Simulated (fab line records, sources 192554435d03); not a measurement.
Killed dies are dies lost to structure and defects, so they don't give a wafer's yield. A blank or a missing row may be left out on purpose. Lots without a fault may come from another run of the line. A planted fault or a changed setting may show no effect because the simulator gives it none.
Chamber matching | flow n5_finfet | N5_BEOL_M0_ETCH_128 on rie_diel-01: 4 sister chambers
The step etches SiCN in CF4/N2, target depth 12 nm, overetch 5.1 nm, time 21.4 s. 4 wafers are shown with their chamber, then 7 later ones without.

WAFERS WITH THEIR CHAMBER
wafer  | chamber | showerhead_plenum_p_Torr (Torr)
L089.1 | 2       | 2.20
L089.4 | 1       | 2.12
L090.1 | 0       | 2.19
L090.3 | 3       | 2.29

WAFERS WITHOUT THEIR CHAMBER
wafer  | showerhead_plenum_p_Torr (Torr)
L090.4 | 2.20
L094.1 | 2.12
L094.2 | 2.29
L094.4 | 2.18
L095.2 | 2.19
L095.4 | 2.12
L095.6 | 2.18

WHICH CHAMBER EACH WENT THROUGH
wafer  | from the rows above     | in truth
L090.4 | can't be placed: 2 or 0 | 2
L094.1 | 1                       | 1
L094.2 | 3                       | 3
L094.4 | can't be placed: 0 or 2 | 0
L095.2 | can't be placed: 0 or 2 | 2
L095.4 | 1                       | 1
L095.6 | can't be placed: 0 or 2 | 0
Placed correctly: 3 of 7. Can't be placed from these rows: 4 (the true chamber is among the candidates in 4). Placed wrongly: 0.
How it was worked out, from the rows above alone: a wafer's distance from a chamber is the root of the sum, over the readings, of the square of ((its reading less the chamber's mean) divided by the reading's scatter). The wafer belongs to the nearest chamber; if the next one is less than 2 further off, it can't be placed. A chamber's mean is the mean of its shown wafers. The scatter: with one shown wafer a chamber, the root of the mean of the squares of how far each hidden wafer lies from its nearest shown one.
